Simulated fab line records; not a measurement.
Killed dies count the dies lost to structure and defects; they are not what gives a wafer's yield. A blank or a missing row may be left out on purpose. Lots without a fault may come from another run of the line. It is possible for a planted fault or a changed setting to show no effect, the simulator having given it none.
Chamber matching + flow n5Finfet + N5_BEOL_M13_ETCH_38 on rieDiel-06: 4 sister chambers
The step etches SiCN in CF4/N2, target depth 67.5 nm, time 71.9 s. 16 wafers are shown with their chamber, then 8 later ones without.

WAFERS PAIRED WITH THEIR CHAMBERS
| wafer  | chamber | showerheadPlenumPTorr (Torr) | drypumpMotorCurrentA (A) | throttleValvePct (%) |
|--------|---------|------------------------------|--------------------------|----------------------|
| L075.2 | 0       | 2.26                         | 5.8                      | 15.54                |
| L075.5 | 3       | 2.14                         | 5.9                      | 15.57                |
| L075.6 | 1       | 2.29                         | 6.3                      | 15.84                |
| L084.1 | 0       | 2.25                         | 5.8                      | 15.60                |
| L084.5 | 3       | 2.14                         | 5.9                      | 15.59                |
| L084.6 | 0       | 2.25                         | 5.8                      | 15.58                |
| L085.2 | 0       | 2.25                         | 5.8                      | 15.62                |
| L085.3 | 3       | 2.14                         | 5.9                      | 15.60                |
| L085.4 | 2       | 2.34                         | 5.4                      | 15.26                |
| L089.1 | 1       | 2.27                         | 6.4                      | 15.90                |
| L089.4 | 3       | 2.13                         | 5.9                      | 15.61                |
| L089.5 | 2       | 2.34                         | 5.5                      | 15.26                |
| L088.1 | 2       | 2.34                         | 5.4                      | 15.27                |
| L088.2 | 0       | 2.25                         | 5.8                      | 15.61                |
| L088.5 | 3       | 2.13                         | 5.9                      | 15.63                |
| L087.1 | 3       | 2.13                         | 5.9                      | 15.62                |

SIGNATURES (means of the wafers above)
| reading               | chamber 0 | chamber 1 | chamber 2 | chamber 3 | scatter within a chamber |
|-----------------------|-----------|-----------|-----------|-----------|--------------------------|
| showerheadPlenumPTorr | 2.2520    | 2.2800    | 2.3400    | 2.1350    | 0.00599                  |
| drypumpMotorCurrentA  | 5.800     | 6.350     | 5.433     | 5.900     | 0.0312                   |
| throttleValvePct      | 15.5900   | 15.8700   | 15.2633   | 15.6033   | 0.0261                   |
Rule: a wafer lies at a distance from a chamber equal to the root of the sum of squares, over the readings, of (its reading less the chamber's mean, divided by the reading's scatter). If the next closest chamber is less than 2 further off than the closest, the wafer can't be placed; otherwise it belongs to the closest. How the scatter is found: for the shown wafers, subtract from each reading the mean of its chamber, square and add these, divide the total by (wafers less chambers), then take the root.

WAFERS WITH NO CHAMBER GIVEN
| wafer  | showerheadPlenumPTorr (Torr) | drypumpMotorCurrentA (A) | throttleValvePct (%) |
|--------|------------------------------|--------------------------|----------------------|
| L087.5 | 2.27                         | 6.3                      | 15.91                |
| L087.6 | 2.24                         | 5.8                      | 15.60                |
| L094.2 | 2.34                         | 5.5                      | 15.29                |
| L094.3 | 2.13                         | 5.9                      | 15.64                |
| L094.5 | 2.34                         | 5.5                      | 15.28                |
| L097.3 | 2.24                         | 5.8                      | 15.64                |
| L097.5 | 2.13                         | 5.9                      | 15.64                |
| L097.6 | 2.24                         | 5.8                      | 15.63                |

WHICH CHAMBER EACH ONE RAN IN
| wafer  | from the rows above | in truth |
|--------|---------------------|----------|
| L087.5 | 1                   | 1        |
| L087.6 | 0                   | 0        |
| L094.2 | 2                   | 2        |
| L094.3 | 3                   | 3        |
| L094.5 | 2                   | 2        |
| L097.3 | 0                   | 0        |
| L097.5 | 3                   | 3        |
| L097.6 | 0                   | 0        |
Correct placement for 8 of the 8. Not placeable from these rows: 0. Wrongly placed: 0.
